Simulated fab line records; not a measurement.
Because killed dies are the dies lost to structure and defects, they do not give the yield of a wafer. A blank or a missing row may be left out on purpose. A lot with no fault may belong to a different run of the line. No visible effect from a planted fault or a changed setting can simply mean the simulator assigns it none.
Chamber matching :: flow nand harc :: 4 sister chambers for NHARC_A_WL_FILL_ALD_02 on ald metal-01
The step deposits TiN, target thk 2 nm, pulse time 3 s, ald cycles 100. 8 wafers are shown with their chamber, then 9 later ones without.

WAFERS PAIRED WITH THEIR CHAMBERS
wafer: L083.2
chamber: 2
heater power w (W): 1275
precursor pulse height rel: 1.012

wafer: L083.4
chamber: 3
heater power w (W): 1223
precursor pulse height rel: 0.971

wafer: L084.1
chamber: 1
heater power w (W): 1033
precursor pulse height rel: 1.008

wafer: L084.5
chamber: 0
heater power w (W): 1360
precursor pulse height rel: 0.966

wafer: L084.6
chamber: 1
heater power w (W): 1018
precursor pulse height rel: 0.994

wafer: L087.3
chamber: 2
heater power w (W): 1320
precursor pulse height rel: 1.006

wafer: L087.4
chamber: 0
heater power w (W): 1340
precursor pulse height rel: 1.013

wafer: L087.6
chamber: 3
heater power w (W): 1239
precursor pulse height rel: 0.970

WAFERS WHOSE CHAMBER IS MISSING
wafer: L091.2
heater power w (W): 1231
precursor pulse height rel: 1.013

wafer: L091.5
heater power w (W): 1258
precursor pulse height rel: 1.011

wafer: L091.6
heater power w (W): 1234
precursor pulse height rel: 0.982

wafer: L095.4
heater power w (W): 1375
precursor pulse height rel: 0.979

wafer: L095.5
heater power w (W): 1315
precursor pulse height rel: 1.008

wafer: L095.6
heater power w (W): 1252
precursor pulse height rel: 1.027

wafer: L094.1
heater power w (W): 1352
precursor pulse height rel: 0.980

wafer: L094.3
heater power w (W): 1235
precursor pulse height rel: 0.974

wafer: L094.5
heater power w (W): 1348
precursor pulse height rel: 1.030

WHICH CHAMBER EACH ONE RAN IN
wafer: L091.2
from the rows above: can't be placed: 3 or 2
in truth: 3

wafer: L091.5
from the rows above: can't be placed: 2 or 3
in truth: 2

wafer: L091.6
from the rows above: 3
in truth: 3

wafer: L095.4
from the rows above: 0
in truth: 0

wafer: L095.5
from the rows above: can't be placed: 2 or 0
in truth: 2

wafer: L095.6
from the rows above: can't be placed: 2 or 3
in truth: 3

wafer: L094.1
from the rows above: 0
in truth: 0

wafer: L094.3
from the rows above: 3
in truth: 3

wafer: L094.5
from the rows above: can't be placed: 0 or 2
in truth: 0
Placed correctly: 4 of 9. Cannot be placed on the basis of these rows: 5; the candidates contain the true chamber in 5. 0 placed wrongly.
How it was worked out, from the rows above alone: a wafer's distance from a chamber is the root of the sum, over the readings, of the square of ((its reading less the chamber's mean) divided by the reading's scatter). The wafer belongs to the nearest chamber; if the next one is less than 2 further off, it can't be placed. Each chamber's mean is taken over the wafers shown for it. The scatter: the root of (the sum of the squares of (reading less its chamber's mean) over the shown wafers, divided by (wafers less chambers)).
